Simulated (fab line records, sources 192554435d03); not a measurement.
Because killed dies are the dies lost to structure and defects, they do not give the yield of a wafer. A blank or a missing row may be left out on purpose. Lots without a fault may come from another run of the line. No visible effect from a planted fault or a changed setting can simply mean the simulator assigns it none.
Lot-split experiment + flow n5_finfet + 7 lots, 21 wafers read, on a route of 1938 steps

THE SPLIT ITSELF
At N5_ZERO_LAYER_EXPOSE_08 (exposes mask ZERO, defocus 0 nm, target cd 2000 nm), the setting dose_mj was moved away from the recipe's 16.2 on 3 of the 21 wafers read, by -6.5% to -4.9%. This setting was run at the recipe's value on the other wafers.

FROM THE SPLIT TO THE READING: what the file shows between them, 2 steps
- N5_ZERO_LAYER_DEVELOP_10: develop time 60 s (also split here: develop_time_s)
- N5_ZERO_LAYER_HARDBAKE_23: time 120 s

THE READING
At N5_ZERO_LAYER_CD_MEAS_11: cd_nm in nanometres, against a target cd of 2000 nm. Fault-free wafers of this fab line usually give 2000.0 nm, standard deviation 2.4 nm.

| wafer  | tool, chamber at the split | dose_mj as run | against the recipe | cd_nm, nm | against lot-mates on the recipe |
|--------|----------------------------|----------------|--------------------|-----------|---------------------------------|
| L076.1 | krf_scanner-01, 0          | 16.2           | recipe             | 2003.5    | -                               |
| L076.3 | krf_scanner-01, 0          | 16.2           | recipe             | 2000.7    | -                               |
| L076.5 | krf_scanner-01, 0          | 16.2           | recipe             | 1999.1    | -                               |
| L080.1 | krf_scanner-02, 0          | 16.2           | recipe             | 2000.9    | -                               |
| L080.3 | krf_scanner-02, 0          | 16.2           | recipe             | 2001.3    | -                               |
| L080.6 | krf_scanner-02, 0          | 16.2           | recipe             | 1998.8    | -                               |
| L081.3 | krf_scanner-01, 0          | 15.15          | -6.5%              | 1986.7    | -14.4                           |
| L081.4 | krf_scanner-01, 0          | 16.2           | recipe             | 2001.1    | -                               |
| L081.6 | krf_scanner-01, 0          | 15.15          | -6.5%              | 1988.3    | -12.8                           |
| L083.2 | krf_scanner-01, 0          | 16.2           | recipe             | 2002.7    | -                               |
| L083.4 | krf_scanner-01, 0          | 16.2           | recipe             | 2001.9    | -                               |
| L083.5 | krf_scanner-01, 0          | 16.2           | recipe             | 2000.3    | -                               |
| L095.1 | krf_scanner-02, 0          | 16.2           | recipe             | 2001.2    | -                               |
| L095.3 | krf_scanner-02, 0          | 16.2           | recipe             | 2001.5    | -                               |
| L095.4 | krf_scanner-02, 0          | 16.2           | recipe             | 1999.3    | -                               |
| L096.2 | krf_scanner-02, 0          | 16.2           | recipe             | 1994.2    | -                               |
| L096.4 | krf_scanner-02, 0          | 16.2           | recipe             | 1996.9    | -                               |
| L096.6 | krf_scanner-02, 0          | 16.2           | recipe             | 2002.4    | -                               |
| L097.1 | krf_scanner-01, 0          | 16.2           | recipe             | 2000.5    | -                               |
| L097.3 | krf_scanner-01, 0          | 16.2           | recipe             | 2000.6    | -                               |
| L097.6 | krf_scanner-01, 0          | 15.41          | -4.9%              | 1989.9    | -10.6                           |

FIT RESULTS
A straight line over all 21 wafers: cd_nm changes by +2.02 nm for each +1% of dose_mj; r = +0.91; the points scatter about the line by 2.1 nm.
The same after taking each lot's own level away (the mean of its wafers on the recipe; 21 wafers): +2.12 nm for each +1%; r = +0.94; scatter 1.7 nm.
According to that fit, moving dose_mj by its largest amount changes the reading by 14 nm.
The span of the lots' own levels, 1997.83 to 2001.63 nm, comes to 1.6 times the standard deviation stated above.
Consequently the slope shifts little with the lot-to-lot level, the two slopes agreeing.
Check: for one of the wafers moved furthest among these (-6.5%), held out of the fit, the line's prediction against its lot-mates is -13.3 nm. It came out at -14.4 nm against them.

THESE WAFERS: OTHER SPLITS
These wafers also went through other splits before the reading. Each is held against what the fit with the lots' levels taken away leaves over:
| other split on the same wafers          | wafers away from the commonest value | r with cd_nm (lot level and that fit taken away) |
|-----------------------------------------|--------------------------------------|--------------------------------------------------|
| N5_ZERO_LAYER_DEVELOP_10 develop_time_s | 3                                    | +0.50                                            |

THE WHOLE CHAIN: every reading that the file lists as answering this split, in the file's order
| step                     | what it does             | reading                                                           | change (the file's fit)              | r (the file's) |
|--------------------------|--------------------------|-------------------------------------------------------------------|--------------------------------------|----------------|
| N5_ZERO_LAYER_CD_MEAS_11 | target cd 2000 nm        | cd_nm                                                             | +2.13 nm for each +1% of the setting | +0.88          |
| N5_ZERO_LAYER_DESCUM_16  | chemistry O2, time 7.9 s | ZERO_LAYER.cd_nm (the simulator's own value, which no gauge read) | +2.14 nm for each +1% of the setting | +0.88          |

THE FILE'S OWN FIT
cd_nm changes by +2.13 nm for each +1% of dose_mj, r = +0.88.
